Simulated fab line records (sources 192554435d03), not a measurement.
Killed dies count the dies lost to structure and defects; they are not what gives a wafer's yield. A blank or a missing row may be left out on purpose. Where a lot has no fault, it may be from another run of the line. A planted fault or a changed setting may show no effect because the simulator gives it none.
Chamber matching    flow n5 finfet    N5_BEOL_M5_DEP_56 on pecvd-02: 3 sister chambers
The step deposits SiCN from 3MS/NH3, target thk 8 nm, time 14 s. 3 wafers are shown with their chamber, then 8 later ones without.

## EACH WAFER AND ITS CHAMBER
wafer   chamber  showerhead plenum p Torr (Torr)
L083.1  2        3.646
L083.3  1        3.661
L087.1  0        3.646

## WAFERS MISSING THEIR CHAMBER
wafer   showerhead plenum p Torr (Torr)
L087.4  3.649
L087.5  3.645
L089.2  3.669
L089.3  3.635
L089.5  3.667
L088.3  3.650
L088.5  3.639
L088.6  3.644

## CHAMBER TAKEN BY EACH
wafer   from the rows above           in truth
L087.4  can't be placed: 0 or 2 or 1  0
L087.5  can't be placed: 0 or 2       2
L089.2  1                             1
L089.3  can't be placed: 0 or 2       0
L089.5  1                             1
L088.3  can't be placed: 0 or 2 or 1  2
L088.5  can't be placed: 0 or 2       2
L088.6  can't be placed: 0 or 2       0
Placed correctly: 2 of 8. From these rows, 6 cannot be placed; in 6 the true chamber is one of the candidates. 0 placed wrongly.
How it was worked out, from the rows above alone: a wafer's distance from a chamber is the root of the sum, over the readings, of the square of ((its reading less the chamber's mean) divided by the reading's scatter). If the next closest chamber is less than 2 further off than the closest, the wafer can't be placed; otherwise it belongs to the closest. A chamber's mean is the mean of its shown wafers. The scatter: with one shown wafer a chamber, the root of the mean of the squares of how far each hidden wafer lies from its nearest shown one.
